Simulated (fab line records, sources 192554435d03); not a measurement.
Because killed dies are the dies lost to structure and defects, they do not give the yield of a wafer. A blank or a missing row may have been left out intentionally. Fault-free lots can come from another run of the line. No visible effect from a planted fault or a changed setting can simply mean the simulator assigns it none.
Matching of chambers :: flow n5_finfet :: N5_FIN_SAQP_STRIP_55 on rie_diel-05: 4 sister chambers
The step strips in N2/H2. 8 wafers are shown with their chamber, then 7 later ones without.

EACH WAFER AND ITS CHAMBER
wafer: L082.1
chamber: 3
drypump_motor_current_A (A): 5.0
throttle_valve_pct (%): 19.2

wafer: L085.2
chamber: 2
drypump_motor_current_A (A): 6.7
throttle_valve_pct (%): 20.1

wafer: L085.4
chamber: 3
drypump_motor_current_A (A): 5.0
throttle_valve_pct (%): 19.2

wafer: L088.1
chamber: 0
drypump_motor_current_A (A): 5.1
throttle_valve_pct (%): 18.8

wafer: L088.5
chamber: 2
drypump_motor_current_A (A): 6.8
throttle_valve_pct (%): 20.1

wafer: L088.6
chamber: 1
drypump_motor_current_A (A): 5.8
throttle_valve_pct (%): 18.6

wafer: L095.2
chamber: 0
drypump_motor_current_A (A): 5.1
throttle_valve_pct (%): 18.9

wafer: L095.5
chamber: 1
drypump_motor_current_A (A): 5.8
throttle_valve_pct (%): 18.6

WAFERS WITH NO CHAMBER GIVEN
wafer: L095.6
drypump_motor_current_A (A): 5.1
throttle_valve_pct (%): 18.9

wafer: L096.4
drypump_motor_current_A (A): 5.8
throttle_valve_pct (%): 18.6

wafer: L096.5
drypump_motor_current_A (A): 5.0
throttle_valve_pct (%): 18.9

wafer: L096.6
drypump_motor_current_A (A): 5.1
throttle_valve_pct (%): 18.9

wafer: L097.2
drypump_motor_current_A (A): 5.8
throttle_valve_pct (%): 18.6

wafer: L097.4
drypump_motor_current_A (A): 5.0
throttle_valve_pct (%): 18.9

wafer: L097.6
drypump_motor_current_A (A): 5.8
throttle_valve_pct (%): 18.6

WHICH CHAMBER EACH ONE RAN IN
wafer: L095.6
from the rows above: 0
in truth: 0

wafer: L096.4
from the rows above: 1
in truth: 1

wafer: L096.5
from the rows above: 0
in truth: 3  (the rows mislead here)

wafer: L096.6
from the rows above: 0
in truth: 0

wafer: L097.2
from the rows above: 1
in truth: 1

wafer: L097.4
from the rows above: 0
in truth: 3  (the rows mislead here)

wafer: L097.6
from the rows above: 1
in truth: 1
Correctly placed: 5 of 7. Can't be placed from these rows: 0. Number placed wrongly: 2.
How it was worked out, from the rows above alone: a wafer's distance from a chamber is the root of the sum, over the readings, of the square of ((its reading less the chamber's mean) divided by the reading's scatter). If the next closest chamber is less than 2 further off than the closest, the wafer can't be placed; otherwise it belongs to the closest. For every chamber, the mean is computed from those of its wafers that are shown. The scatter: take each reading less its chamber's mean, square it, sum over the shown wafers, divide by the number of wafers less the number of chambers, and take the root.
